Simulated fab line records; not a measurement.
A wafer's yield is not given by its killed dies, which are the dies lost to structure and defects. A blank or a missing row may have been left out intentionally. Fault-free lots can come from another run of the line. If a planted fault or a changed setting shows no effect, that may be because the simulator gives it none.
2 desks, one fault ; flow nand-harc ; numbers are kept per desk, each desk with only its own; the story behind them comes last

## AT THE TOOL OWNER'S DESK: pecvd-onon-01
The tool's own readings at NHARC_A_ONON_D1_DEP_22 (target thk 1000 nm): means of the sampled wafers that have a number, for each lot that ran on this tool. Any lot whose mean is over 4 standard deviations away from the usual mean is out of limits and marked OUT; that distance is given in the brackets.
Columns: A = n2o-flow-sccm at NHARC_A_ONON_D1_DEP_22, usual 2000 sccm
lot;first seen here;A
L496;day 8 10:21;2006
L501;day 10 14:33;2002
L502;day 11 01:27;1593 (-68) OUT
L503;day 11 10:41;1598 (-67) OUT
L515;day 17 03:29;2002
L516;day 17 11:07;2001
This desk finds L502, L503 out of limits, L502 being first, at day 11 01:27 (n2o-flow-sccm at NHARC_A_ONON_D1_DEP_22). In limits: L496, L501, L515, L516.

## METROLOGY DESK
What the gauges read, lot by lot, whatever tool the lot ran on: means of the sampled wafers that have a number. Any lot whose mean is over 4 standard deviations away from the usual mean is out of limits and marked OUT; that distance is given in the brackets.
Columns: A = thk-nm at NHARC_A_ONON_D1_THK_MEAS_27, usual 1000 nm
lot;first seen here;A
L495;day 8 11:22;1002
L496;day 8 11:23;1004
L500;day 10 12:10;1020
L501;day 10 15:38;1009
L502;day 11 02:28;1001
L503;day 11 11:47;989
L508;day 14 06:10;995
L512;day 15 05:22;988
L513;day 15 16:22;996
L514;day 16 05:29;1011
L515;day 17 04:34;987
L517;day 17 12:10;985
L516;day 17 12:11;1021
L518;day 18 05:53;989
Finding of this desk: none of the 14 lots has anything out of limits.

## BROUGHT TOGETHER
The tool owner's desk had the chance to raise an alarm at day 11 01:27 on L502, L503.
Nothing out of limits was seen by the metrology desk.
The metrology desk has L502, L503 on record, within its limits.
Of the lots named, all ran NHARC_A_ONON_D1_DEP_22 on pecvd-onon-01.

## WHAT WAS PUT IN BY THE SIMULATOR
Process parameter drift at NHARC_A_ONON_D1_DEP_22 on pecvd-onon-01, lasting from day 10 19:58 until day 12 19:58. A move of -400 in setting n2o-flow-sccm, from 2000. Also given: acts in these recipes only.
Shown lots that were struck: L502, L503.
Each desk's first reading out of limits, in hours after the fault started: the tool owner's desk, 5.
